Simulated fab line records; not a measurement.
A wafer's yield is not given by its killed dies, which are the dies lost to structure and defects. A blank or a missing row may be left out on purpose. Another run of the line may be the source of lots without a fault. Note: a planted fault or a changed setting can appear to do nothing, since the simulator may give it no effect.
Chamber matching | flow n5-finfet | 4 sister chambers for N5_GATE_CUT_STRIP_41 on rie-diel-02
The step strips in CF4. 30 wafers are shown with their chamber, then 12 later ones without.

== EACH WAFER AND ITS CHAMBER ==
wafer  | chamber | drypump-motor-current-A (A) | throttle-valve-pct (%) | showerhead-plenum-p-Torr (Torr)
L075.1 | 3       | 5.3                         | 13.32                  | 1.77
L075.2 | 2       | 6.1                         | 13.98                  | 1.78
L075.5 | 0       | 6.2                         | 13.53                  | 1.88
L076.3 | 0       | 6.3                         | 13.52                  | 1.88
L076.5 | 2       | 6.1                         | 13.99                  | 1.78
L076.6 | 1       | 6.6                         | 13.36                  | 1.83
L077.2 | 0       | 6.3                         | 13.53                  | 1.88
L077.3 | 1       | 6.6                         | 13.35                  | 1.83
L077.4 | 3       | 5.3                         | 13.32                  | 1.77
L078.2 | 1       | 6.6                         | 13.37                  | 1.82
L078.3 | 3       | 5.2                         | 13.35                  | 1.77
L078.4 | 2       | 6.1                         | 13.96                  | 1.78
L079.2 | 0       | 6.2                         | 13.54                  | 1.87
L079.3 | 1       | 6.7                         | 13.36                  | 1.82
L079.6 | 3       | 5.3                         | 13.34                  | 1.77
L082.1 | 2       | 6.1                         | 13.99                  | 1.77
L082.2 | 1       | 6.7                         | 13.38                  | 1.82
L082.3 | 3       | 5.3                         | 13.33                  | 1.76
L086.1 | 1       | 6.6                         | 13.38                  | 1.82
L086.2 | 0       | 6.3                         | 13.56                  | 1.87
L086.3 | 3       | 5.2                         | 13.37                  | 1.76
L086.4 | 2       | 6.1                         | 14.01                  | 1.77
L086.5 | 3       | 5.2                         | 13.37                  | 1.76
L086.6 | 2       | 6.1                         | 14.01                  | 1.77
L088.1 | 0       | 6.3                         | 13.57                  | 1.87
L088.2 | 2       | 6.1                         | 14.00                  | 1.77
L088.3 | 1       | 6.6                         | 13.40                  | 1.82
L088.4 | 3       | 5.2                         | 13.39                  | 1.76
L088.5 | 2       | 6.1                         | 14.01                  | 1.77
L088.6 | 3       | 5.2                         | 13.38                  | 1.76

SIGNATURES, as means of the wafers listed above
reading                  | chamber 0 | chamber 1 | chamber 2 | chamber 3 | scatter within a chamber
drypump-motor-current-A  | 6.267     | 6.629     | 6.100     | 5.244     | 0.0438
throttle-valve-pct       | 13.5417   | 13.3714   | 13.9938   | 13.3522   | 0.0209
showerhead-plenum-p-Torr | 1.8750    | 1.8229    | 1.7737    | 1.7644    | 0.0052
Rule: distance of a wafer from a chamber = root of the sum over the readings of ((wafer's reading minus chamber's mean) / reading's scatter) squared. If the next closest chamber is less than 2 further off than the closest, the wafer can't be placed; otherwise it belongs to the closest. The scatter is the square root of a quotient: the sum, over the shown wafers, of each reading's squared deviation from its chamber's mean, divided by wafers minus chambers.

== WAFERS WHOSE CHAMBER IS MISSING ==
wafer  | drypump-motor-current-A (A) | throttle-valve-pct (%) | showerhead-plenum-p-Torr (Torr)
L090.1 | 6.3                         | 13.60                  | 1.87
L090.3 | 5.2                         | 13.40                  | 1.76
L090.5 | 5.2                         | 13.39                  | 1.76
L094.1 | 6.1                         | 13.42                  | 1.77
L094.2 | 5.2                         | 13.42                  | 1.76
L094.3 | 6.6                         | 13.44                  | 1.82
L094.4 | 6.3                         | 13.61                  | 1.87
L094.5 | 5.2                         | 13.40                  | 1.76
L094.6 | 6.3                         | 13.62                  | 1.87
L097.3 | 6.6                         | 13.45                  | 1.81
L097.5 | 5.3                         | 13.42                  | 1.76
L097.6 | 6.3                         | 13.62                  | 1.86

== THE CHAMBER EACH PASSED THROUGH ==
wafer  | from the rows above | in truth
L090.1 | 0                   | 0
L090.3 | 3                   | 3
L090.5 | 3                   | 3
L094.1 | 1                   | 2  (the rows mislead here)
L094.2 | 3                   | 3
L094.3 | 1                   | 1
L094.4 | 0                   | 0
L094.5 | 3                   | 3
L094.6 | 0                   | 0
L097.3 | 1                   | 1
L097.5 | 3                   | 3
L097.6 | 0                   | 0
11 of 12 placed correctly. Number that these rows cannot place: 0. Wrongly placed: 1.
